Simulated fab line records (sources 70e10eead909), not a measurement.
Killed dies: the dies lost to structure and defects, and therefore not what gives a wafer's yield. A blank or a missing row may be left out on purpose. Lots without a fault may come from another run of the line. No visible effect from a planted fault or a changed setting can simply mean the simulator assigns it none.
A struck lot beside a sound one / flow nand-harc / 13 out of 1159 route steps
Sound: these wafers, L408.2, L408.3, L408.5. The struck wafers were L418.2, L418.3, L418.6. The cause comes at the end.
Order at every step that has rows: each side's tool, ch and its chambers, its first start. Under that, the readings that differ: sound wafers / struck wafers / difference of the means / sigmas: that difference in standard deviations of wafers without a fault.
alike: readings with means less than 2 such deviations apart, plus words and numbers identical on both sides. not compared: withheld readings, readings lacking a value on some wafer, bounds such as >300 that could conceal the same value, and numbers that have no deviation in the record and whose values overlap.
The two part at a step that has a row with sigmas, a row that says differs or no value, or rows on one side only. Numbers that have no deviation but don't overlap get no sigmas and don't part them. Lack of a reading on every wafer of one side parts them only where that side has two or more wafers.

NHARC_P_START_INSPECT_01:
  sound on defect-inspect-02 at day 1 18:02; struck on defect-inspect-01 at day 4 06:02
  alike: raw-defect-count
then, 9 steps without rows for these wafers: NHARC_P_ZERO_WELL_PRECLEAN_00 (cleans in SPM, time 600 s); NHARC_P_ZERO_WELL_SRD_01; NHARC_P_ZERO_WELL_PECVD_02 (deposits SiO2, target thk 10 nm); NHARC_P_ZERO_WELL_DEHYDRATE_03 (time 120 s); NHARC_P_ZERO_WELL_HMDS_04 (time 30 s); NHARC_P_ZERO_WELL_COAT_64 (time 65 s); NHARC_P_ZERO_WELL_COAT_05 (resist thk 600 nm); NHARC_P_ZERO_WELL_SOFTBAKE_06 (time 70 s); NHARC_P_ZERO_WELL_EBR_07.
NHARC_P_ZERO_WELL_EXPOSE_08: exposes mask P ZERO, target cd 500 nm.
  sound on krf-scanner-03 ch 0, day 1 19:05; struck on krf-scanner-04 ch 0, day 4 06:58
reading=exposure-dose-mJ-cm2; sound=33.80 33.83 33.81; struck=32.30 32.36 32.34; difference=-1.48; sigmas=-42
  alike: mask, focus-offset-nm
then, 2 steps without rows for these wafers: NHARC_P_ZERO_WELL_PEB_09 (peb time 80 s); NHARC_END_SORT_01.

== WHERE THEY PART ==
At NHARC_P_ZERO_WELL_EXPOSE_08 and nowhere else, as far as this record goes.

WHY: whatever the simulator had introduced
Process parameter drift: krf-scanner-04, from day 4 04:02 on, at NHARC_P_ZERO_WELL_EXPOSE_08. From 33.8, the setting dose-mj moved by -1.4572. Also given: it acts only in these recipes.
